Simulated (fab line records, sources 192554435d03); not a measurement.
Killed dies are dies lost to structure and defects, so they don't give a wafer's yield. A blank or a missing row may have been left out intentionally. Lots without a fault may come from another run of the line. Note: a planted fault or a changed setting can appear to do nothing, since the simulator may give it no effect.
Matching of chambers | flow n5_finfet | N5_HKMG_FIN_ALD_74 on ald_hk-01 has 4 sister chambers
The step deposits La2O3, target thk 0.5 nm, pulse time 6 s, co reactant pulse time 1 s. 4 wafers are shown with their chamber, then 11 later ones without.

WAFERS WITH THEIR CHAMBER
wafer  | chamber | heater_power_w (W)
L083.1 | 2       | 300
L083.2 | 0       | 361
L083.3 | 3       | 360
L083.4 | 1       | 362

WAFERS WITH NO CHAMBER GIVEN
wafer  | heater_power_w (W)
L083.5 | 294
L083.6 | 360
L088.1 | 360
L088.2 | 286
L088.4 | 354
L094.1 | 358
L094.2 | 357
L094.3 | 298
L094.4 | 348
L094.5 | 362
L094.6 | 298

THE CHAMBER EACH PASSED THROUGH
wafer  | from the rows above          | in truth
L083.5 | 2                            | 2
L083.6 | can't be placed: 3 or 0 or 1 | 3
L088.1 | can't be placed: 3 or 0 or 1 | 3
L088.2 | 2                            | 2
L088.4 | can't be placed: 3 or 0 or 1 | 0
L094.1 | can't be placed: 3 or 0 or 1 | 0
L094.2 | can't be placed: 3 or 0 or 1 | 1
L094.3 | 2                            | 2
L094.4 | can't be placed: 3 or 0 or 1 | 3
L094.5 | can't be placed: 1 or 0 or 3 | 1
L094.6 | 2                            | 2
Correct placement for 4 of the 11. Can't be placed from these rows: 7 (the true chamber is among the candidates in 7). Wrongly placed: 0.
How it was worked out, from the rows above alone: a wafer's distance from a chamber is the root of the sum, over the readings, of the square of ((its reading less the chamber's mean) divided by the reading's scatter). If the next closest chamber is less than 2 further off than the closest, the wafer can't be placed; otherwise it belongs to the closest. A chamber's mean is the mean of its shown wafers. The scatter (one wafer shown for each chamber): square how far every hidden wafer sits from the nearest shown wafer, average those squares and take the square root.
